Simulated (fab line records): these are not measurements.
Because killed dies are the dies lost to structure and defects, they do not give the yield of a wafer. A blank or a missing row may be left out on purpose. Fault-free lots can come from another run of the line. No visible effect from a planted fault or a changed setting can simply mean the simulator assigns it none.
fab line records | flow n5-finfet
record: lots: 10 wafers: 28 last-day: 17
route steps=1938 shown BEOL_M0_SAQP@675 BEOL_M0_CUTY@709 BEOL_M4@1111 PASSIVATION@1936
lots that met no fault: from a run of the same line without faults
start-h: the number of hours between the record's first day and the start of the first shown wafer of the lot | wait-h: hours since the lot's step before | " identical to the entry in the row above | L1.1+2: several wafers, shown together as one row | - value missing, or start not given | * or withheld: withheld | < > ~ a bound
route shown NAME@n: NAME is a module with steps in the file, n the number in the route of the first one | usual: average and standard deviation across the fault-free wafers | same: alike in all rows | chamber/n: place in a boat | sites: each site's reading | _std_site: the values' standard deviation | _edge_site: outer sites' mean less inner sites' | radius-mm: how far each site lies from the wafer's centre | mask NAME#n: copy n | behind: the tool/chamber that last shaped the wafer | hold: why the lot was held/for how many hours/how that ended | device: the transistor (n, p or np) that didn't switch | end of line: tests of these same wafers at the route's end | a step without rows: its recipe alone | killed: dies lost to structure and defects at the first sort, not the wafer's yield | map: the dies of a wafer, with x for killed, . for not killed, _ for no die there
set.NAME: the run value of the setting; set.NAME@STEP: its run value at that earlier step | model.NAME: the simulator's own value behind a step, which no gauge read
a sample of lots followed through the steps of the route, with each step as a table and each wafer as a row
services: the hour from which a tool's chamber was out of use, counted from the record's first day as start-h (under 0 if before that day), plus the number of hours and why
== steps ==
step: N5_BEOL_M0_SAQP_RECESS_109
recipe: chemistry: HF/NH3 target: SiO2 target-depth-a: 30 afs-cycles: 1 temp-c: 30 sublimation-temp-c: 180 sublimation-time-s: 60
usual: drypump-motor-current-A: 5.9/0.39
columns lot.wafer tool chamber start-h wait-h drypump-motor-current-A
L710.3 vapor-etch-02 1 134.02 0.1 6.4
L710.4 " 0 " " 5.6
L710.5 " 1 " " 6.5
L711.2 vapor-etch-02 1 135.00 0.0 6.5
L711.3 " 0 " " 5.6
L711.5 " 0 " " 5.6
L712.1 vapor-etch-02 0 135.62 0.1 5.6
L712.2 " 1 " " 6.4
L712.4 " 0 " " 5.6
L714.2 vapor-etch-02 0 135.89 0.0 5.6
L714.3 " 0 " " 5.6
L714.6 " 0 " " 5.6
L715.2 vapor-etch-01 0 141.54 0.0 5.8
L715.3 " 0 " " 5.7
L715.4 " 1 " " 5.7
L717.5 vapor-etch-02 1 156.80 0.1 6.4
L717.6 " 0 " " 5.6
L720.2 vapor-etch-01 1 179.15 0.0 5.7
L720.4 " 0 " " 5.7
L720.6 " 1 " " 5.7
L721.1 vapor-etch-02 0 182.83 0.0 5.5
L721.5 " 0 " " 5.6
L728.1 vapor-etch-02 0 222.75 0.0 5.6
L728.4 " 1 " " 6.4
L728.5 " 0 " " 5.6
L730.2 vapor-etch-02 0 237.26 0.0 5.6
L730.3 " 1 " " 6.5
L730.6 " 0 " " 5.6
step: N5_BEOL_M0_SAQP_ETCH_88
recipe: chemistry: N2/H2 target: underlayer target-depth-a: 65 time-s: 5.2 ion-energy-ev: 200 mask-material: CAR-EUV pressure-mtorr: 30 source-w: 840 bias-w: 150 n2-flow-sccm: 200 h2-flow-sccm: 200 ends: cleared
usual: drypump-motor-current-A: 5.7/0.41 etch-rf-on-time-s: 5.20/0.11 oes-product-au: 0.68/0.072 rf-vpp-V: 523/3 showerhead-plenum-p-Torr: 2.54/0.091 throttle-valve-pct: 17.87/0.18
columns lot.wafer tool chamber start-h wait-h drypump-motor-current-A etch-rf-on-time-s oes-product-au rf-hours-counter-h rf-vpp-V showerhead-plenum-p-Torr throttle-valve-pct
L710.3 rie-diel-04 1 135.94 0.0 6.2 4.99 0.71 81 526 2.58 17.76
L710.4 " 0 " " 6.4 5.29 0.69 96 519 2.35 17.84
L710.5 " 3 " " 6.1 5.24 0.60 - 522 2.50 18.03
L711.2 rie-diel-03 2 136.37 0.0 5.7 5.15 0.75 41 526 2.59 17.77
L711.3 " 1 " " 5.8 5.04 0.60 249 526 2.62 18.23
L711.5 " 1 " " 5.8 5.02 0.59 - 524 2.62 18.25
L712.1 rie-diel-02 3 138.75 0.0 5.4 5.24 0.64 147 523 2.54 17.79
L712.2 " 1 " " 5.2 5.15 0.79 13 521 2.49 17.54
L712.4 " 0 " " 5.0 5.17 0.68 135 516 2.36 18.01
L714.2 rie-diel-02 1 139.10 0.0 5.2 5.15 0.78 13 521 2.49 17.57
L714.3 " 2 " " 5.8 5.17 0.61 212 525 2.53 17.85
L714.6 " 3 " " 5.5 5.23 0.63 - 523 2.54 17.80
L715.2 rie-diel-02 2 142.94 0.0 5.7 5.13 0.60 213 524 2.53 17.88
L715.3 " 0 " " 5.0 5.11 0.68 137 518 2.36 17.99
L715.4 " 3 " " 5.4 5.15 0.63 149 523 2.54 17.78
L717.5 rie-diel-04 1 158.36 0.0 6.2 5.07 0.70 - 525 2.57 17.79
L717.6 " 0 " " 6.3 5.29 0.67 - 518 2.35 17.87
L720.2 rie-diel-04 1 181.91 0.0 6.2 5.11 0.68 100 526 2.57 17.80
L720.4 " 3 " " 6.1 5.06 0.82 - 522 2.50 17.62
L720.6 " 0 " " 6.3 5.35 0.66 - 517 2.34 17.89
L721.1 rie-diel-03 1 184.49 0.0 5.8 5.02 0.82 3 525 2.62 17.76
L721.5 " 3 " " 6.3 5.22 0.69 - 528 2.67 17.80
L728.1 rie-diel-03 1 224.24 0.0 5.8 4.97 0.79 15 524 2.61 17.79
L728.4 " 0 " " 5.4 5.24 0.59 200 524 2.52 18.32
L728.5 " 2 " " 5.7 5.21 0.71 - 523 2.58 17.85
L730.2 rie-diel-03 3 240.71 0.0 6.3 5.28 0.67 121 528 2.66 17.81
L730.3 " 1 " " 5.8 4.99 0.80 19 526 2.61 17.82
L730.6 " 2 " " 5.7 5.25 0.70 - 524 2.57 17.82
step: N5_BEOL_M0_SAQP_ETCH_49
recipe: chemistry: CF4/O2 target-depth-a: 370 target: SiO2 pressure-mtorr: 40 source-w: 535 bias-w: 49 Ar_flow_sccm: 100 cf4-flow-sccm: 100 O2_flow_sccm: 10 ion-energy-ev: 100
usual: drypump-motor-current-A: 5.8/0.43 mfc-ar-sccm: 100.0/0.33 oes_f_703_au: 0.79/0.089 oes-product-au: 0.79/0.091 rf-vpp-V: 240/4.7 showerhead-plenum-p-Torr: 2.18/0.077 throttle-valve-pct: 15.87/0.19
columns lot.wafer tool chamber start-h wait-h drypump-motor-current-A mfc-ar-sccm oes_f_703_au oes-product-au rf-hours-counter-h rf-vpp-V showerhead-plenum-p-Torr throttle-valve-pct
L710.3 rie-diel-03 1 137.57 0.3 5.8 100.4 0.71 0.68 250 239 2.26 16.10
L710.4 " 3 " " 6.3 100.0 0.86 0.83 87 233 2.32 15.89
L710.5 " 3 " " 6.3 100.3 0.85 0.82 - 233 2.32 15.89
L711.2 rie-diel-02 0 137.86 0.4 5.0 99.8 0.80 0.79 135 236 2.05 15.93
L711.3 " 1 " " 5.2 100.0 0.91 0.94 13 239 2.16 15.40
L711.5 " 3 " " 5.5 99.9 0.72 0.74 - 249 2.21 15.88
L712.1 rie-diel-03 1 139.53 0.3 5.8 99.9 0.71 0.68 250 239 2.26 16.12
L712.2 " 3 " " 6.3 100.2 0.85 0.83 88 235 2.32 15.90
L712.4 " 0 " " 5.4 99.7 0.74 0.73 171 242 2.21 16.26
L714.2 rie-diel-04 0 140.03 0.3 6.4 100.2 0.79 0.79 98 245 2.07 15.97
L714.3 " 2 " " 5.5 100.1 0.66 0.67 242 239 2.27 16.14
L714.6 " 1 " " 6.2 99.3 0.85 0.81 - 237 2.23 15.74
L715.2 rie-diel-04 0 143.72 0.3 6.3 100.0 0.79 0.79 99 244 2.07 15.96
L715.3 " 1 " " 6.2 99.8 0.85 0.81 84 238 2.23 15.73
L715.4 " 0 " " 6.4 100.4 0.78 0.79 - 244 2.07 15.96
L717.5 rie-diel-04 1 159.17 0.1 6.2 100.4 0.84 0.80 - 237 2.23 15.79
L717.6 " 2 " " 5.5 100.8 0.66 0.67 - 237 2.27 16.16
L720.2 rie-diel-02 0 183.23 0.6 5.0 100.1 0.79 0.78 148 235 2.04 15.96
L720.4 " 2 " " 5.7 99.7 0.68 0.69 226 245 2.18 15.85
L720.6 " 0 " " 5.0 99.5 0.79 0.78 - 234 2.04 15.96
L721.1 rie-diel-04 3 186.34 0.3 6.0 99.4 0.95 0.95 9 240 2.16 15.66
L721.5 " 3 " " 6.0 99.8 0.95 0.96 - 240 2.16 15.65
L728.1 rie-diel-02 2 225.01 0.3 5.8 99.9 0.68 0.68 238 242 2.18 15.86
L728.4 " 0 " " 5.0 100.1 0.78 0.76 161 234 2.04 15.99
L728.5 " 2 " " 5.7 99.9 0.67 0.47 - 244 2.18 15.87
L730.2 rie-diel-02 0 241.71 0.3 5.0 99.5 0.78 0.77 166 235 2.04 16.00
L730.3 " 3 " " 5.5 100.3 0.70 0.50 180 249 2.19 15.93
L730.6 " 2 " " 5.8 99.7 0.67 0.67 - 247 2.18 15.88
step: N5_BEOL_M0_CUTY_OVL_MEAS_58
recipe: points-per-wafer: 44
usual: M0_ABLK_OVL: 0.8/0.69
columns lot.wafer tool chamber start-h wait-h M0_ABLK_OVL[nm]
L710.3 overlay-02 0 138.10 0.0 0.7
L710.4 " 0 " " 0.5
L710.5 " 0 " " 1.6
L711.2 overlay-01 0 138.25 0.0 -0.1
L711.3 " 0 " " 0.9
L711.5 " 0 " " 0.8
L712.1 overlay-02 0 140.05 0.0 1.2
L712.2 " 0 " " 0.8
L712.4 " 0 " " -0.5
L714.2 overlay-01 0 140.43 0.0 0.8
L714.3 " 0 " " 0.7
L714.6 " 0 " " 1.5
L715.2 overlay-02 0 144.12 0.0 0.8
L715.3 " 0 " " 0.8
L715.4 " 0 " " 1.0
L717.5 overlay-01 0 159.65 0.0 -0.4
L717.6 " 0 " " 0.8
L720.2 overlay-02 0 183.63 0.0 0.8
L720.4 " 0 " " 0.9
L720.6 " 0 " " 0.8
L721.1 overlay-01 0 186.74 0.0 1.6
L721.5 " 0 " " 0.5
L728.1 overlay-02 0 225.41 0.0 1.8
L728.4 " 0 " " 1.2
L728.5 " 0 " " 3.1
L730.2 overlay-02 0 242.10 0.0 1.8
L730.3 " 0 " " 0.7
L730.6 " 0 " " 0.9
step: N5_BEOL_M4_RC_MEAS_101
usual: DIBL_N: 36.0/1.7 DIBL_P: 36.2/2.3 IOFF_N: 0.16/0.03 IOFF_P: 0.21/0.036 ION_N: 679/11 ION_P: 465/7.1 SS_N: 71.4/0.58 SS_P: 73.3/0.75 VT_N: 249/3.1 VT_P: -251/3.5
columns lot.wafer tool chamber start-h wait-h DIBL_N[mV/V] DIBL_P[mV/V] IOFF_N[nA/um] IOFF_P[nA/um] ION_N[uA/um] ION_P[uA/um] SS_N[mV/dec] SS_P[mV/dec] VT_N[mV] VT_P[mV]
L711.2 prober-01 0 189.24 0.2 33.9 33.3 0.14 0.19 673 461 71.0 73.1 248 -250
L711.3 " 0 " " 32.7 31.5 0.12 0.17 665 459 70.9 72.2 252 -253
L711.5 " 0 " " 35.4 35.5 0.15 0.21 683 467 70.4 72.8 249 -249
L710.3 prober-02 0 191.02 0.3 35.5 34.9 0.14 0.22 681 465 71.0 73.4 248 -249
L710.4 " 0 " " 38.1 37.4 0.18 0.26 683 468 71.8 73.6 248 -246
L710.5 " 0 " " 38.1 38.4 0.19 0.28 691 471 71.3 73.9 245 -247
L712.1 prober-01 0 195.63 0.0 35.6 34.1 0.13 0.19 674 466 70.8 73.0 251 -250
L712.2 " 0 " " 35.3 33.5 0.13 0.18 663 456 70.8 74.0 251 -252
L712.4 " 0 " " 34.7 32.8 0.12 0.17 664 458 70.5 72.7 250 -253
L715.2 prober-02 0 206.34 0.2 36.7 36.3 0.16 0.21 684 467 70.8 73.6 249 -251
L715.3 " 0 " " 35.8 34.3 0.14 0.17 684 462 71.0 73.2 252 -254
L715.4 " 0 " " 35.3 34.4 0.14 0.18 674 462 70.6 72.6 251 -250
L714.2 prober-01 0 206.58 0.2 34.5 36.6 0.17 0.26 682 477 70.6 72.9 245 -245
L714.3 " 0 " " 35.3 36.7 0.18 0.25 685 473 71.1 72.7 245 -245
L714.6 " 0 " " 32.5 32.8 0.12 0.18 666 460 70.1 71.6 253 -249
L717.5 prober-01 0 214.48 0.6 34.2 34.3 0.13 0.19 670 454 71.1 73.6 251 -250
L717.6 " 0 " " 36.1 35.9 0.17 0.21 683 465 72.0 73.6 249 -251
L721.1 prober-01 0 250.71 0.0 33.8 34.2 0.14 0.20 687 469 71.0 72.1 248 -251
L721.5 " 0 " " 33.5 33.8 0.14 0.19 684 473 70.9 73.0 249 -251
L720.2 prober-02 0 251.29 0.2 36.8 38.0 0.16 0.26 673 465 72.1 73.9 251 -247
L720.4 " 0 " " 38.4 40.1 0.21 0.29 687 475 72.0 74.0 247 -244
L720.6 " 0 " " 36.1 37.2 0.16 0.24 685 473 70.6 72.9 247 -249
L728.1 prober-02 0 280.22 0.0 39.7 41.2 0.23 0.28 703 477 72.0 73.9 244 -247
L728.4 " 0 " " 36.6 37.7 0.15 0.22 672 469 71.9 73.8 249 -250
L728.5 " 0 " " 36.5 37.4 0.15 0.20 681 469 71.9 72.5 249 -250
L730.2 prober-02 0 306.69 0.2 36.4 37.7 0.16 0.22 681 469 71.8 73.6 249 -251
L730.3 " 0 " " 37.2 38.2 0.18 0.23 680 464 71.8 74.4 249 -252
L730.6 " 0 " " 38.1 39.5 0.20 0.25 699 476 71.8 74.7 245 -249
step: N5_PASSIVATION_PROBE_49
usual: defect-limited-yield: 91.3/1.5 killed_at_M0_to_M3: 31/11 killed_at_M4_up: 14/5.1 killed-at-contacts: 12/5.6 killed-at-front-end: 42/12 killed-at-other: 3.8/2.9 killed-dies: 103/18 killed-open: 67/14 killed-short: 33/8 sort_bin_5_function: 5.1/1 sort_bin_6_memory: 3.2/0.75 sort-n-pass: 1077/18 sort-yield-pct: 91.3/1.5
same: gross-dies: 1180 killed-at-back-side: 0 sort_bin_4_leakage[%]: 0 sort_bin_8_speed[%]: 0
columns lot.wafer tool chamber start-h wait-h defect-limited-yield[%] killed_at_M0_to_M3 killed_at_M4_up killed-at-contacts killed-at-front-end killed-at-other killed-dies killed-open killed-short sort_bin_5_function[%] sort_bin_6_memory[%] sort-n-pass sort-yield-pct[%]
L712.1 prober-01 - 306.22 0.0 92.6 26 12 7 34 8 87 53 33 4.7 2.5 1093 92.6
L712.2 prober-01 - 306.27 0.1 90.7 34 10 5 55 6 110 73 33 5.8 3.3 1070 90.7
L712.4 prober-01 - 306.37 0.2 88.0 28 8 20 81 5 142 82 48 6.5 4.3 1038 88.0
L714.2 prober-02 - 314.68 0.1 89.7 33 19 10 57 2 121 80 37 5.5 4.2 1059 89.7
L714.3 prober-02 - 314.73 0.2 90.7 20 13 16 60 1 110 73 34 4.9 4.0 1070 90.7
L714.6 prober-02 - 314.88 0.3 89.8 47 20 5 47 1 120 69 50 5.9 3.9 1060 89.8
L717.5 prober-01 - 339.62 0.2 93.2 17 12 9 36 6 80 49 31 4.0 2.5 1100 93.2
L717.6 prober-01 - 339.67 0.3 92.0 22 16 8 45 3 94 64 29 4.2 3.4 1086 92.0
L720.2 prober-02 - 367.96 0.1 91.2 23 11 14 54 2 104 73 30 4.3 4.0 1076 91.2
L720.4 prober-02 - 368.06 0.2 91.4 19 13 15 55 0 102 67 29 4.7 3.1 1078 91.4
L720.6 prober-02 - 368.16 0.3 91.9 42 10 7 34 2 95 76 19 5.2 2.7 1085 91.9
killed by level:class
L712.1 STI_FIN_REVEAL:geometric-particle:open=13 BEOL_M3:geometric-particle:short=9 FIN_SAQP:geometric-particle:open=8 BEOL_M5:geometric-particle:open=6 MOL_CONTACT_COAG:geometric-particle:open=5 BEOL_M0_SAQP:geometric-particle:open=5 BEOL_M0_SAQP:geometric-particle:short=4 BEOL_M2:geometric-particle:open=4
L712.2 FIN_SAQP:geometric-particle:open=21 STI_FIN_REVEAL:geometric-particle:open=10 FIN_SAQP:geometric-particle:short=9 BEOL_M0_SAQP:geometric-particle:short=8 BEOL_M2:geometric-particle:open=7 BEOL_M4:geometric-particle:open=7 BEOL_M3:geometric-particle:open=6 STARTING-WAFER:geometric-particle:short=5
L712.4 STI_FIN_REVEAL:geometric-particle:open=21 MOL_CONTACT_COAG:geometric-particle:open=16 FIN_SAQP:geometric-particle:short=13 BEOL_M2:geometric-particle:open=9 HKMG_FIN:area-etch=8 FIN_SAQP:geometric-particle:open=6 STI_FIN_REVEAL:geometric-particle:short=6 BEOL_M0_SAQP:geometric-particle:short=6
L714.2 STI_FIN_REVEAL:geometric-particle:open=26 BEOL_M0_SAQP:geometric-particle:open=14 MOL_CONTACT_COAG:geometric-particle:open=10 FIN_SAQP:geometric-particle:short=9 BEOL_M0_SAQP:geometric-particle:short=5 BEOL_M1:geometric-particle:open=5 GATE_CUT:geometric-particle:short=4 BEOL_M5:geometric-particle:open=4
L714.3 STI_FIN_REVEAL:geometric-particle:open=16 MOL_CONTACT_COAG:geometric-particle:open=16 FIN_SAQP:geometric-particle:short=10 FIN_SAQP:geometric-particle:open=9 BEOL_M0_SAQP:geometric-particle:open=6 BEOL_M4:geometric-particle:open=6 BEOL_M1:geometric-particle:open=5 BEOL_M0_SAQP:geometric-particle:short=5
L714.6 BEOL_M0_SAQP:geometric-particle:short=15 BEOL_M0_SAQP:geometric-particle:open=14 FIN_SAQP:geometric-particle:short=9 GATE_CUT:geometric-particle:short=9 BEOL_M4:geometric-particle:open=9 BEOL_M1:geometric-particle:open=8 STI_FIN_REVEAL:geometric-particle:open=8 FIN_SAQP:geometric-particle:open=7
L717.5 FIN_SAQP:geometric-particle:short=11 DUMMY_GATE:geometric-particle:open=9 MOL_CONTACT_COAG:geometric-particle:open=6 BEOL_M5:geometric-particle:open=6 STI_FIN_REVEAL:geometric-particle:open=4 BEOL_M0_SAQP:geometric-particle:open=4 STARTING-WAFER:geometric-particle:open=4 MOL_CONTACT_COAG:geometric-particle:short=3
L717.6 FIN_SAQP:geometric-particle:open=15 FIN_SAQP:geometric-particle:short=13 BEOL_M1:geometric-particle:open=11 MOL_CONTACT_COAG:geometric-particle:open=8 BEOL_M4:geometric-particle:open=8 GATE_CUT:geometric-particle:open=6 GATE_CUT:geometric-particle:short=5 BEOL_M3:geometric-particle:open=3
L720.2 FIN_SAQP:geometric-particle:open=22 MOL_CONTACT_COAG:geometric-particle:open=10 FIN_SAQP:geometric-particle:short=8 DUMMY_GATE:geometric-particle:open=7 STARTING-WAFER:geometric-particle:open=5 BEOL_M0_SAQP:geometric-particle:open=4 MOL_CONTACT_COAG:geometric-particle:short=4 BEOL_M0_SAQP:geometric-particle:short=4
L720.4 FIN_SAQP:geometric-particle:open=13 MOL_CONTACT_COAG:geometric-particle:open=11 BEOL_M1:geometric-particle:open=8 DUMMY_GATE:geometric-particle:open=7 STARTING-WAFER:geometric-particle:short=6 HKMG_FIN:area-etch=6 FIN_SAQP:geometric-particle:short=4 GATE_CUT:geometric-particle:short=4
L720.6 BEOL_M0:geometric-particle:open=10 FIN_SAQP:geometric-particle:open=9 BEOL_M0_SAQP:geometric-particle:open=9 FIN_SAQP:geometric-particle:short=8 DUMMY_GATE:geometric-particle:open=7 BEOL_M0_SAQP:geometric-particle:short=7 MOL_CONTACT_COAG:geometric-particle:open=6 BEOL_M3:geometric-particle:open=6
== services ==
columns tool chamber start-h hours kind
rie-diel-04 3 136.92 - clean
rie-diel-04 3 136.92 - consumable-replace:focus-ring
rie-diel-04 3 136.92 28.0 scheduled-down
rie-diel-04 3 136.92 28.0 vent-cycle
vapor-etch-02 - 137.77 0.8 repair
rie-diel-03 1 144.94 3.3 repair
rie-diel-03 1 148.25 - clean
rie-diel-03 1 148.25 - consumable-replace:esc
rie-diel-03 1 148.25 - consumable-replace:focus-ring
rie-diel-03 1 148.25 23.6 scheduled-down
rie-diel-03 1 148.25 23.6 vent-cycle
rie-diel-04 2 165.08 - clean
rie-diel-04 2 165.08 - consumable-replace:focus-ring
rie-diel-04 2 165.08 20.6 scheduled-down
rie-diel-04 2 165.08 20.6 vent-cycle
rie-diel-02 - 197.02 0.7 repair
rie-diel-02 1 204.40 10.7 repair
vapor-etch-01 - 227.82 2.8 pm
rie-diel-03 0 239.43 7.2 repair
== key ==
first-sign: step: N5_BEOL_M0_SAQP_ETCH_49 reading: oes-product-au direction: down sigmas: 3.3 usual: 0.79 struck: 0.49
effect none on later readings
met-at N5_BEOL_M0_SAQP_ETCH_49
struck-lots L728,L730
struck-wafers L728.5,L730.3
not-acting-at N5_BEOL_M0_SAQP_RECESS_109,N5_BEOL_M0_SAQP_ETCH_88,N5_BEOL_M0_CUTY_OVL_MEAS_58
onset-between 183.23 225.01
fault: kind: process-parameter-drift tool: rie-diel-02 chamber: - onset-h: 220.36 steps: N5_BEOL_M0_SAQP_ETCH_49 channel: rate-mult offset: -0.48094 shape: step end-h: 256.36 scope: struck-wafers-only
